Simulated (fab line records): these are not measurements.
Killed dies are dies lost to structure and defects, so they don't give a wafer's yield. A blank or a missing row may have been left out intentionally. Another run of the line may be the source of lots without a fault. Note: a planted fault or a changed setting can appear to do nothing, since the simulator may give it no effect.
Matching of chambers :: flow n5Finfet :: 3 sister chambers for N5_BEOL_M5_CURE_80 on uvCure-02
The step cures SiCOH lowk, time 120 s. 6 wafers are shown with their chamber, then 10 later ones without.

## WAFERS, EACH WITH ITS CHAMBER
wafer: L079.3
chamber: 1
wafer_temp_C_max: 371.6
lampPowerPct (%): 52.28

wafer: L079.4
chamber: 1
wafer_temp_C_max: 372.0
lampPowerPct (%): 52.26

wafer: L086.3
chamber: 2
wafer_temp_C_max: 371.7
lampPowerPct (%): 52.35

wafer: L086.4
chamber: 2
wafer_temp_C_max: 371.2
lampPowerPct (%): 52.24

wafer: L093.1
chamber: 0
wafer_temp_C_max: 371.9
lampPowerPct (%): 52.26

wafer: L093.2
chamber: 0
wafer_temp_C_max: 372.6
lampPowerPct (%): 52.27

## WAFERS WITH NO CHAMBER GIVEN
wafer: L093.6
wafer_temp_C_max: 371.8
lampPowerPct (%): 52.33

wafer: L093.3
wafer_temp_C_max: 371.9
lampPowerPct (%): 52.33

wafer: L093.4
wafer_temp_C_max: 372.1
lampPowerPct (%): 52.33

wafer: L093.5
wafer_temp_C_max: 371.8
lampPowerPct (%): 52.31

wafer: L095.1
wafer_temp_C_max: 371.1
lampPowerPct (%): 52.29

wafer: L095.3
wafer_temp_C_max: 371.8
lampPowerPct (%): 52.24

wafer: L095.4
wafer_temp_C_max: 371.6
lampPowerPct (%): 52.45

wafer: L097.3
wafer_temp_C_max: 371.9
lampPowerPct (%): 52.40

wafer: L097.4
wafer_temp_C_max: 371.6
lampPowerPct (%): 52.36

wafer: L097.6
wafer_temp_C_max: 372.0
lampPowerPct (%): 52.36

## THE CHAMBER EACH PASSED THROUGH
wafer: L093.6
from the rows above: can't be placed: 2 or 1 or 0
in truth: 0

wafer: L093.3
from the rows above: can't be placed: 1 or 2 or 0
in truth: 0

wafer: L093.4
from the rows above: can't be placed: 0 or 1 or 2
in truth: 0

wafer: L093.5
from the rows above: can't be placed: 1 or 2 or 0
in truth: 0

wafer: L095.1
from the rows above: can't be placed: 2 or 1
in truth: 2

wafer: L095.3
from the rows above: can't be placed: 1 or 0 or 2
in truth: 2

wafer: L095.4
from the rows above: can't be placed: 2 or 1 or 0
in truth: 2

wafer: L097.3
from the rows above: can't be placed: 2 or 1 or 0
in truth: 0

wafer: L097.4
from the rows above: can't be placed: 2 or 1 or 0
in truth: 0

wafer: L097.6
from the rows above: can't be placed: 2 or 1 or 0
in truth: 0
Correct placement for 0 of the 10. Cannot be placed on the basis of these rows: 10; the candidates contain the true chamber in 10. Number placed wrongly: 0.
How it was worked out, from the rows above alone: a wafer's distance from a chamber is the root of the sum, over the readings, of the square of ((its reading less the chamber's mean) divided by the reading's scatter). If the next closest chamber is less than 2 further off than the closest, the wafer can't be placed; otherwise it belongs to the closest. For every chamber, the mean is computed from those of its wafers that are shown. How the scatter is found: for the shown wafers, subtract from each reading the mean of its chamber, square and add these, divide the total by (wafers less chambers), then take the root.
